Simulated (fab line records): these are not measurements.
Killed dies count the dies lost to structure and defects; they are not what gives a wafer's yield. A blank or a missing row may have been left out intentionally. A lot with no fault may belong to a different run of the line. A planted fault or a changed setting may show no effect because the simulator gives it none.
Matching of chambers | flow nand-harc | 8 sister chambers for NHARC_A_M1_STRIP_19 on wet-bench-08
The step strips in post etch residue remover, time 600 s. 8 wafers are shown with their chamber, then 9 later ones without.

EACH WAFER AND ITS CHAMBER
wafer  | chamber | run-length-s (s)
L972.4 | 2       | 600.4
L973.1 | 1       | 603.7
L971.1 | 5       | 603.0
L971.4 | 0       | 601.8
L971.5 | 6       | 604.6
L975.1 | 3       | 602.6
L975.4 | 4       | 602.7
L975.6 | 7       | 602.6

WAFERS MISSING THEIR CHAMBER
wafer  | run-length-s (s)
L977.1 | 603.6
L977.3 | 603.8
L977.5 | 602.2
L992.1 | 604.0
L992.2 | 604.1
L992.6 | 601.3
L991.1 | 604.1
L991.4 | 601.2
L991.6 | 604.1

WHICH CHAMBER EACH WENT THROUGH
wafer  | from the rows above                    | in truth
L977.1 | can't be placed: 1 or 5                | 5
L977.3 | can't be placed: 1 or 5 or 6           | 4
L977.5 | can't be placed: 3 or 7 or 0 or 4 or 5 | 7
L992.1 | can't be placed: 1 or 6 or 5           | 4
L992.2 | can't be placed: 1 or 6 or 5           | 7
L992.6 | can't be placed: 0 or 2                | 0
L991.1 | can't be placed: 1 or 6 or 5           | 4
L991.4 | can't be placed: 0 or 2                | 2
L991.6 | can't be placed: 1 or 6 or 5           | 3
Correct placement for 0 of the 9. These rows do not allow placing 9 (true chamber among the candidates in 4). Number placed wrongly: 0.
How it was worked out, from the rows above alone: a wafer's distance from a chamber is the root of the sum, over the readings, of the square of ((its reading less the chamber's mean) divided by the reading's scatter). The wafer belongs to the nearest chamber; if the next one is less than 2 further off, it can't be placed. For every chamber, the mean is computed from those of its wafers that are shown. The scatter: with one shown wafer a chamber, the root of the mean of the squares of how far each hidden wafer lies from its nearest shown one.
